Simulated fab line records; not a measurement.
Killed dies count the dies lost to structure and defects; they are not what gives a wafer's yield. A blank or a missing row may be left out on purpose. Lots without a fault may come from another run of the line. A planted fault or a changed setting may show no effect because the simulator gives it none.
Split-lot experiment / flow n5_finfet / route with 1938 steps; 7 lots, 39 wafers read

## ABOUT THE SPLIT
At N5_DUMMY_GATE_HM_DEP_06 (deposits SiNx from DCS/NH3, target thk 80 nm, time 5141 s), the setting time_s was moved away from the recipe's 5141 s on 24 of the 39 wafers read, by -15.1% to +7.8%. This setting was run at the recipe's value on the other wafers.

The split's own step is where the reading is taken.

## THE READING
SiNx_of_DUMMY_GATE_HM_DEP_06.thk_nm (the simulator's own value, which no gauge read), in nm, at N5_DUMMY_GATE_HM_DEP_06 (deposits SiNx from DCS/NH3, target thk 80 nm, time 5141 s). The file gives no usual value for it. The 15 wafers here that ran the recipe average 79.3 nm, standard deviation 0.64 nm.

wafer=L074.1; tool, chamber at the split=-, -; time_s as run, s=4799; against the recipe=-6.7%; SiNx_of_DUMMY_GATE_HM_DEP_06.thk_nm, nm=74.8; against lot-mates on the recipe=no lot-mate on the recipe
wafer=L074.5; tool, chamber at the split=-, -; time_s as run, s=4799; against the recipe=-6.7%; SiNx_of_DUMMY_GATE_HM_DEP_06.thk_nm, nm=74.8; against lot-mates on the recipe=no lot-mate on the recipe
wafer=L074.6; tool, chamber at the split=-, -; time_s as run, s=4799; against the recipe=-6.7%; SiNx_of_DUMMY_GATE_HM_DEP_06.thk_nm, nm=74.8; against lot-mates on the recipe=no lot-mate on the recipe
wafer=L074.2; tool, chamber at the split=-, -; time_s as run, s=4799; against the recipe=-6.7%; SiNx_of_DUMMY_GATE_HM_DEP_06.thk_nm, nm=75.4; against lot-mates on the recipe=no lot-mate on the recipe
wafer=L074.3; tool, chamber at the split=-, -; time_s as run, s=4799; against the recipe=-6.7%; SiNx_of_DUMMY_GATE_HM_DEP_06.thk_nm, nm=75; against lot-mates on the recipe=no lot-mate on the recipe
wafer=L074.4; tool, chamber at the split=-, -; time_s as run, s=4799; against the recipe=-6.7%; SiNx_of_DUMMY_GATE_HM_DEP_06.thk_nm, nm=75.2; against lot-mates on the recipe=no lot-mate on the recipe
wafer=L078.3; tool, chamber at the split=lpcvd-01, 0/25; time_s as run, s=5141; against the recipe=recipe; SiNx_of_DUMMY_GATE_HM_DEP_06.thk_nm, nm=78.2; against lot-mates on the recipe=-
wafer=L078.4; tool, chamber at the split=lpcvd-01, 0/29; time_s as run, s=5141; against the recipe=recipe; SiNx_of_DUMMY_GATE_HM_DEP_06.thk_nm, nm=78.8; against lot-mates on the recipe=-
wafer=L078.5; tool, chamber at the split=lpcvd-01, 0/34; time_s as run, s=5141; against the recipe=recipe; SiNx_of_DUMMY_GATE_HM_DEP_06.thk_nm, nm=79; against lot-mates on the recipe=-
wafer=L079.1; tool, chamber at the split=-, -; time_s as run, s=5543; against the recipe=+7.8%; SiNx_of_DUMMY_GATE_HM_DEP_06.thk_nm, nm=88.2; against lot-mates on the recipe=no lot-mate on the recipe
wafer=L079.2; tool, chamber at the split=-, -; time_s as run, s=5543; against the recipe=+7.8%; SiNx_of_DUMMY_GATE_HM_DEP_06.thk_nm, nm=87.4; against lot-mates on the recipe=no lot-mate on the recipe
wafer=L079.3; tool, chamber at the split=-, -; time_s as run, s=5543; against the recipe=+7.8%; SiNx_of_DUMMY_GATE_HM_DEP_06.thk_nm, nm=88.4; against lot-mates on the recipe=no lot-mate on the recipe
wafer=L079.4; tool, chamber at the split=-, -; time_s as run, s=5543; against the recipe=+7.8%; SiNx_of_DUMMY_GATE_HM_DEP_06.thk_nm, nm=87; against lot-mates on the recipe=no lot-mate on the recipe
wafer=L079.5; tool, chamber at the split=-, -; time_s as run, s=5543; against the recipe=+7.8%; SiNx_of_DUMMY_GATE_HM_DEP_06.thk_nm, nm=86.6; against lot-mates on the recipe=no lot-mate on the recipe
wafer=L079.6; tool, chamber at the split=-, -; time_s as run, s=5543; against the recipe=+7.8%; SiNx_of_DUMMY_GATE_HM_DEP_06.thk_nm, nm=87.2; against lot-mates on the recipe=no lot-mate on the recipe
wafer=L090.1; tool, chamber at the split=-, -; time_s as run, s=5141; against the recipe=recipe; SiNx_of_DUMMY_GATE_HM_DEP_06.thk_nm, nm=80.6; against lot-mates on the recipe=-
wafer=L090.2; tool, chamber at the split=-, -; time_s as run, s=5141; against the recipe=recipe; SiNx_of_DUMMY_GATE_HM_DEP_06.thk_nm, nm=79.6; against lot-mates on the recipe=-
wafer=L090.3; tool, chamber at the split=-, -; time_s as run, s=5141; against the recipe=recipe; SiNx_of_DUMMY_GATE_HM_DEP_06.thk_nm, nm=80.4; against lot-mates on the recipe=-
wafer=L090.4; tool, chamber at the split=-, -; time_s as run, s=5141; against the recipe=recipe; SiNx_of_DUMMY_GATE_HM_DEP_06.thk_nm, nm=80; against lot-mates on the recipe=-
wafer=L090.5; tool, chamber at the split=-, -; time_s as run, s=5141; against the recipe=recipe; SiNx_of_DUMMY_GATE_HM_DEP_06.thk_nm, nm=79.8; against lot-mates on the recipe=-
wafer=L090.6; tool, chamber at the split=-, -; time_s as run, s=5141; against the recipe=recipe; SiNx_of_DUMMY_GATE_HM_DEP_06.thk_nm, nm=79.2; against lot-mates on the recipe=-
wafer=L091.1; tool, chamber at the split=-, -; time_s as run, s=4763; against the recipe=-7.4%; SiNx_of_DUMMY_GATE_HM_DEP_06.thk_nm, nm=73.8; against lot-mates on the recipe=no lot-mate on the recipe
wafer=L091.2; tool, chamber at the split=-, -; time_s as run, s=4763; against the recipe=-7.4%; SiNx_of_DUMMY_GATE_HM_DEP_06.thk_nm, nm=74; against lot-mates on the recipe=no lot-mate on the recipe
wafer=L091.3; tool, chamber at the split=-, -; time_s as run, s=4763; against the recipe=-7.4%; SiNx_of_DUMMY_GATE_HM_DEP_06.thk_nm, nm=74; against lot-mates on the recipe=no lot-mate on the recipe
wafer=L091.6; tool, chamber at the split=-, -; time_s as run, s=4763; against the recipe=-7.4%; SiNx_of_DUMMY_GATE_HM_DEP_06.thk_nm, nm=74; against lot-mates on the recipe=no lot-mate on the recipe
wafer=L091.4; tool, chamber at the split=-, -; time_s as run, s=4763; against the recipe=-7.4%; SiNx_of_DUMMY_GATE_HM_DEP_06.thk_nm, nm=74.8; against lot-mates on the recipe=no lot-mate on the recipe
wafer=L091.5; tool, chamber at the split=-, -; time_s as run, s=4763; against the recipe=-7.4%; SiNx_of_DUMMY_GATE_HM_DEP_06.thk_nm, nm=74.2; against lot-mates on the recipe=no lot-mate on the recipe
wafer=L093.1; tool, chamber at the split=-, -; time_s as run, s=4366; against the recipe=-15.1%; SiNx_of_DUMMY_GATE_HM_DEP_06.thk_nm, nm=67.4; against lot-mates on the recipe=no lot-mate on the recipe
wafer=L093.5; tool, chamber at the split=-, -; time_s as run, s=4366; against the recipe=-15.1%; SiNx_of_DUMMY_GATE_HM_DEP_06.thk_nm, nm=67.4; against lot-mates on the recipe=no lot-mate on the recipe
wafer=L093.6; tool, chamber at the split=-, -; time_s as run, s=4366; against the recipe=-15.1%; SiNx_of_DUMMY_GATE_HM_DEP_06.thk_nm, nm=67.4; against lot-mates on the recipe=no lot-mate on the recipe
wafer=L093.2; tool, chamber at the split=-, -; time_s as run, s=4366; against the recipe=-15.1%; SiNx_of_DUMMY_GATE_HM_DEP_06.thk_nm, nm=67.6; against lot-mates on the recipe=no lot-mate on the recipe
wafer=L093.3; tool, chamber at the split=-, -; time_s as run, s=4366; against the recipe=-15.1%; SiNx_of_DUMMY_GATE_HM_DEP_06.thk_nm, nm=68.2; against lot-mates on the recipe=no lot-mate on the recipe
wafer=L093.4; tool, chamber at the split=-, -; time_s as run, s=4366; against the recipe=-15.1%; SiNx_of_DUMMY_GATE_HM_DEP_06.thk_nm, nm=67.8; against lot-mates on the recipe=no lot-mate on the recipe
wafer=L096.1; tool, chamber at the split=-, -; time_s as run, s=5141; against the recipe=recipe; SiNx_of_DUMMY_GATE_HM_DEP_06.thk_nm, nm=79; against lot-mates on the recipe=-
wafer=L096.3; tool, chamber at the split=-, -; time_s as run, s=5141; against the recipe=recipe; SiNx_of_DUMMY_GATE_HM_DEP_06.thk_nm, nm=79; against lot-mates on the recipe=-
wafer=L096.6; tool, chamber at the split=-, -; time_s as run, s=5141; against the recipe=recipe; SiNx_of_DUMMY_GATE_HM_DEP_06.thk_nm, nm=79; against lot-mates on the recipe=-
wafer=L096.2; tool, chamber at the split=-, -; time_s as run, s=5141; against the recipe=recipe; SiNx_of_DUMMY_GATE_HM_DEP_06.thk_nm, nm=78.6; against lot-mates on the recipe=-
wafer=L096.4; tool, chamber at the split=-, -; time_s as run, s=5141; against the recipe=recipe; SiNx_of_DUMMY_GATE_HM_DEP_06.thk_nm, nm=79.2; against lot-mates on the recipe=-
wafer=L096.5; tool, chamber at the split=-, -; time_s as run, s=5141; against the recipe=recipe; SiNx_of_DUMMY_GATE_HM_DEP_06.thk_nm, nm=79.2; against lot-mates on the recipe=-

FIT RESULTS
A straight line over all 39 wafers: SiNx_of_DUMMY_GATE_HM_DEP_06.thk_nm changes by +0.832 nm for each +1% of time_s; r = +0.99; the points scatter about the line by 0.82 nm.
Too few moved wafers have a lot-mate on the recipe to fit a line with each lot's own level taken away.

## THE FILE'S OWN FIT
SiNx_of_DUMMY_GATE_HM_DEP_06.thk_nm changes by +0.832 nm for each +1% of time_s, r = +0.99.
